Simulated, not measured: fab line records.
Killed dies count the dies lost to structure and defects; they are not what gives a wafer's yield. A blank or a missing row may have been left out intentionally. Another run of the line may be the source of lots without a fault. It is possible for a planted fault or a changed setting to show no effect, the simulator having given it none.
Chamber matching -- flow n5Finfet -- N5_BEOL_M12_ETCH_67 on rieDiel-06: 4 sister chambers
The step etches SiARC in CF4, target depth 143 nm, time 238.3 s. 8 wafers are shown with their chamber, then 8 later ones without.

## EACH WAFER AND ITS CHAMBER
wafer,chamber,drypumpMotorCurrentA (A),showerheadPlenumPTorr (Torr)
L077.6,2,6.1,2.21
L082.1,3,5.7,2.13
L085.1,0,5.7,2.14
L085.6,3,5.8,2.13
L087.1,2,6.1,2.20
L087.2,0,5.7,2.14
L087.3,1,6.1,2.12
L091.1,1,6.1,2.11

## WAFERS MISSING THEIR CHAMBER
wafer,drypumpMotorCurrentA (A),showerheadPlenumPTorr (Torr)
L091.2,6.1,2.19
L091.6,6.1,2.11
L095.1,6.1,2.11
L095.3,5.8,2.12
L095.6,6.2,2.11
L094.2,5.8,2.12
L094.3,5.7,2.13
L094.5,5.7,2.13

## WHICH CHAMBER EACH ONE RAN IN
wafer,from the rows above,in truth
L091.2,2,2
L091.6,1,1
L095.1,1,1
L095.3,3,3
L095.6,1,1
L094.2,3,3
L094.3,can't be placed: 3 or 0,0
L094.5,can't be placed: 3 or 0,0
6 of 8 placed correctly. Can't be placed from these rows: 2 (the true chamber is among the candidates in 2). Number placed wrongly: 0.
How it was worked out, from the rows above alone: a wafer's distance from a chamber is the root of the sum, over the readings, of the square of ((its reading less the chamber's mean) divided by the reading's scatter). If the next closest chamber is less than 2 further off than the closest, the wafer can't be placed; otherwise it belongs to the closest. The mean given for a chamber averages the wafers shown for that chamber. The scatter is the square root of a quotient: the sum, over the shown wafers, of each reading's squared deviation from its chamber's mean, divided by wafers minus chambers.
